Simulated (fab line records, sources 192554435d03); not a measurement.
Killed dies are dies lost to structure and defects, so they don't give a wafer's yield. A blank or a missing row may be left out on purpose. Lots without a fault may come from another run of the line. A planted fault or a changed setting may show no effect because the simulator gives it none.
fab line records | flow n5_finfet | part 2 of 2: steps 25 to 32 of 32
record lots=5 wafers=15 last_day=15
route steps=1938 shown BEOL_M0@722 BEOL_M1@751
lots that met no fault: from a run of the same line without faults
start_h: hours from the record's first day to the start of the lot's first wafer shown | wait_h: hours since the lot's step before | " the same as in the row above | L1.1+2: a row that stands for several wafers | - no value, or no start given | * or withheld: withheld | < > ~ a bound
route shown NAME@n: a module of which the file shows steps, and the number in the route of the first | usual: mean/standard deviation of fault-free wafers | same: alike in all rows | chamber/n: place in a boat | sites: the reading at each site | _std_site: their standard deviation | _edge_site: outer sites' mean less inner sites' | radius_mm: how far each site lies from the wafer's centre | mask NAME#n: copy n | behind: the tool/chamber that last shaped the wafer | hold: why the lot was held/for how many hours/how that ended | device: the transistor (n, p or np) that didn't switch | end of line: the same wafers' tests at the end of the route | a step without rows: its recipe alone | killed: dies lost to structure and defects at the first sort, not the wafer's yield | map: a wafer's dies, x killed, . not, _ none there
set.NAME: the setting as run; set.NAME@STEP: as run at that earlier step | model.NAME: the simulator's own value behind a step, which no gauge read
lots at some steps of the route; a table a step, a row a wafer
services: from which hour (start_h, from the record's first day; less than 0 if before it) a tool's chamber was out of use, for how many hours, and why
## steps
# step N5_BEOL_M0_PRE_CLEAN_124
# recipe gas=NH3 time_s=15 temp_c=withheld rf_power_w=300
# columns lot.wafer tool chamber start_h wait_h
L077.1+5+6 pecvd-04 0,2,0 133.27 0.1
L078.1+3+5 pecvd-03 1,2,1 144.14 0.1
L083.1+4+5 pecvd-02 1 171.85 0.1
L084.2+3+4 pecvd-02 2,1,0 203.81 0.1
L089.2+4+5 pecvd-02 0,1,2 212.76 0.1
# step N5_BEOL_M0_DEP_125
# recipe material=SiCN target_thk_a=80 temp_c=withheld precursor=3MS/NH3 pressure_torr=3 rf_w=202 time_s=14
# usual showerhead_plenum_p_Torr=3.665/0.013 showerhead_vpp_V=864/52 throttle_valve_pct=8.8/0.32
# columns lot.wafer tool chamber start_h wait_h showerhead_plenum_p_Torr showerhead_vpp_V throttle_valve_pct
L077.1 pecvd-04 0 133.30 0.0 3.654 852 8.5
L077.5 " 2 " " 3.647 761 8.7
L077.6 " 0 " " 3.650 860 9.0
L078.1 pecvd-03 1 144.17 0.0 3.680 875 8.5
L078.3 " 2 " " 3.678 841 8.9
L078.5 " 1 " " 3.678 876 8.8
L083.1 pecvd-02 1 171.89 0.0 3.671 902 8.3
L083.4 " 1 " " 3.667 895 8.5
L083.5 " 1 " " 3.668 899 8.4
L084.2 pecvd-02 2 203.84 0.0 3.679 924 8.8
L084.3 " 1 " " 3.664 897 8.2
L084.4 " 0 " " 3.652 909 8.7
L089.2 pecvd-02 0 212.79 0.0 3.659 901 8.6
L089.4 " 1 " " 3.677 893 8.2
L089.5 " 2 " " 3.683 938 8.5
# step N5_BEOL_M0_RS_MEAS_126
# recipe thk_meas_gauge=four-point-probe reads=Co_of_BEOL_M0_CO_CAP_123+Cu_of_BEOL_M0_ECD_118+Co_of_BEOL_M0_CVD_115+TaN_of_BEOL_M0_ALD_136
# usual M0_RS=0.540/0.02
# columns lot.wafer tool chamber start_h wait_h M0_RS[ohm/sq]
L077.1 film_metro-02 - 133.36 0.0 0.561
L077.5 " - " " 0.556
L077.6 " - " " 0.526
L078.1 film_metro-01 - 144.24 0.0 0.553
L078.3 " - " " 0.539
L078.5 " - " " 0.526
L083.1 film_metro-02 - 171.97 0.1 0.536
L083.4 " - " " 0.541
L083.5 " - " " 0.514
L084.2 film_metro-01 - 203.91 0.1 0.543
L084.3 " - " " 0.541
L084.4 " - " " 0.542
L089.2 film_metro-01 - 212.86 0.1 0.560
L089.4 " - " " 0.541
L089.5 " - " " 0.535
# step N5_BEOL_M0_INSPECT_127
# recipe inspect_instrument=darkfield mode=post_dep
# usual raw_defect_count=70/25
# columns lot.wafer tool chamber start_h wait_h raw_defect_count
L077.1 defect_inspect-01 - 133.39 0.0 79
L077.5 " - " " 82
L077.6 " - " " 120
L078.1 defect_inspect-01 - 144.26 0.0 83
L078.3 " - " " 69
L078.5 " - " " 63
L083.1 defect_inspect-01 - 172.00 0.0 92
L083.4 " - " " 78
L083.5 " - " " 93
L084.2 defect_inspect-02 - 203.93 0.0 56
L084.3 " - " " 68
L084.4 " - " " 53
L089.2 defect_inspect-01 - 212.88 0.0 144
L089.4 " - " " 130
L089.5 " - " " 107
# step N5_BEOL_M1_ILD_DEP_00
# recipe material=SiOC target_thk_a=790 temp_c=350 precursor=DEMS/O2 pressure_torr=5 rf_w=500 time_s=15.3
# usual heater_power_w=435/42 showerhead_plenum_p_Torr=5.691/0.012 showerhead_vpp_V=1371/84 throttle_valve_pct=11.8/0.49
# columns lot.wafer tool chamber start_h wait_h heater_power_w showerhead_plenum_p_Torr showerhead_vpp_V throttle_valve_pct
L077.1 pecvd-02 1 133.43 0.0 502 5.691 1426 11.2
L077.5 " 0 " " 430 5.686 1433 11.7
L077.6 " 2 " " 398 5.711 1473 11.6
L078.1 pecvd-01 2 144.30 0.0 423 5.681 1254 11.9
L078.3 " 1 " " 456 5.693 1385 12.4
L078.5 " 0 " " 473 5.697 1279 12.4
L083.1 pecvd-02 1 172.03 0.0 479 5.697 1403 10.9
L083.4 " 1 " " 489 5.688 1424 11.1
L083.5 " 1 " " 496 5.699 1409 10.9
L084.2 pecvd-04 1 203.97 0.0 436 5.692 1416 12.0
L084.3 " 1 " " 435 5.694 1391 12.0
L084.4 " 0 " " 504 5.675 1343 11.8
L089.2 pecvd-04 1 212.92 0.0 457 5.698 1416 12.2
L089.4 " 1 " " 439 5.679 1422 12.1
L089.5 " 2 " " 463 5.695 1175 11.8
# step N5_BEOL_M1_THK_MEAS_01
# recipe reads=SiOC_of_BEOL_M1_ILD_DEP_00
# usual M1_ILD_THK=78.7/1
# columns lot.wafer tool chamber start_h wait_h M1_ILD_THK[nm]
L077.1 film_metro-02 - 133.49 0.0 79.3
L077.5 " - " " 80.4
L077.6 " - " " 81.1
L078.1 film_metro-01 - 144.37 0.0 77.9
L078.3 " - " " 79.0
L078.5 " - " " 79.1
L083.1 film_metro-02 - 172.12 0.1 77.4
L083.4 " - " " 78.9
L083.5 " - " " 79.1
L084.2 film_metro-01 - 204.05 0.1 77.8
L084.3 " - " " 79.6
L084.4 " - " " 79.3
L089.2 film_metro-01 - 212.99 0.1 76.7
L089.4 " - " " 77.2
L089.5 " - " " 79.5
# step N5_BEOL_M1_PECVD_72
# recipe material=SiO2 target_thk_a=160 temp_c=400 precursor=TEOS/O2 pressure_torr=5.5 rf_w=450 teos_flow_sccm=53.8 gas=O2 flow_sccm=3000 time_s=18
# usual heater_power_w=643/55 showerhead_plenum_p_Torr=8.76/0.037 showerhead_vpp_V=1286/84 throttle_valve_pct=22.1/0.81
# columns lot.wafer tool chamber start_h wait_h heater_power_w showerhead_plenum_p_Torr showerhead_vpp_V throttle_valve_pct
L077.1 pecvd-01 0 133.53 0.0 674 8.72 1234 23.8
L077.5 " 1 " " 677 8.74 1320 22.8
L077.6 " 2 " " 618 8.78 1184 21.9
L078.1 pecvd-02 0 144.40 0.0 629 8.71 1378 21.3
L078.3 " 2 " " 667 8.84 1392 21.5
L078.5 " 2 " " 663 8.81 1409 21.5
L083.1 pecvd-02 1 172.15 0.0 671 8.80 1335 20.6
L083.4 " 1 " " 690 8.80 1338 20.5
L083.5 " 1 " " 673 8.80 1339 20.6
L084.2 pecvd-01 2 204.09 0.0 582 8.78 1200 22.0
L084.3 " 1 " " 670 8.76 1301 22.9
L084.4 " 0 " " 644 8.76 1229 23.6
L089.2 pecvd-02 2 213.02 0.0 654 8.83 1370 21.9
L089.4 " 1 " " 641 8.78 1367 20.2
L089.5 " 0 " " 575 8.75 1341 21.5
# step N5_BEOL_M1_HM_DEP_02
# recipe material=TiN target_thk_a=200 temp_c=25 chamber_pressure_pa=0.49996
# usual throttle_valve_pct=29.8/1.2
# columns lot.wafer tool chamber start_h wait_h throttle_valve_pct
L077.1 pvd_sputter-02 - 135.37 1.8 29.8
L077.5 " - " " 31.0
L077.6 " - " " 30.9
L078.1 pvd_sputter-03 - 145.40 1.0 27.4
L078.3 " - " " 30.3
L078.5 " - " " 27.2
L083.1 pvd_sputter-01 - 172.23 0.1 30.8
L083.4 " - " " 29.7
L083.5 " - " " 30.7
L084.2 pvd_sputter-03 - 204.71 0.6 30.4
L084.3 " - " " 28.9
L084.4 " - " " 30.4
L089.2 pvd_sputter-01 - 213.98 0.9 30.6
L089.4 " - " " 29.6
L089.5 " - " " 30.6
## services
# columns tool chamber start_h hours kind
cvd_co-02 1 114.67 - clean
cvd_co-02 1 114.67 22.0 scheduled_down
cvd_co-02 1 114.67 22.0 vent_cycle
pvd_sputter-03 - 118.41 4.7 repair
pvd_sputter-01 - 119.28 0.6 repair
ald_metal-01 3 122.01 6.1 repair
ecd_cu-01 - 127.34 5.1 repair
cmp-02 - 131.08 4.9 pm
cmp-02 - 138.64 0.2 repair
pecvd-02 1 143.90 5.5 scheduled_down
cmp-04 - 155.78 1.5 repair
pecvd-02 2 156.89 8.1 repair
ald_metal-01 - 158.04 6.0 pm
ald_metal-01 2 166.55 6.6 repair
pecvd-02 0 170.43 5.5 scheduled_down
rie_diel-05 2 174.17 - clean
rie_diel-05 2 174.17 - consumable_replace:focus_ring
rie_diel-05 2 174.17 18.4 scheduled_down
rie_diel-05 2 174.17 18.4 vent_cycle
ecd_cu-01 - 188.56 0.3 repair
ecd_cu-02 - 189.58 8.1 pm
cmp-04 - 190.90 4.7 repair
rie_diel-02 - 195.44 3.7 repair
rtp_anneal-01 - 213.17 4.2 pm
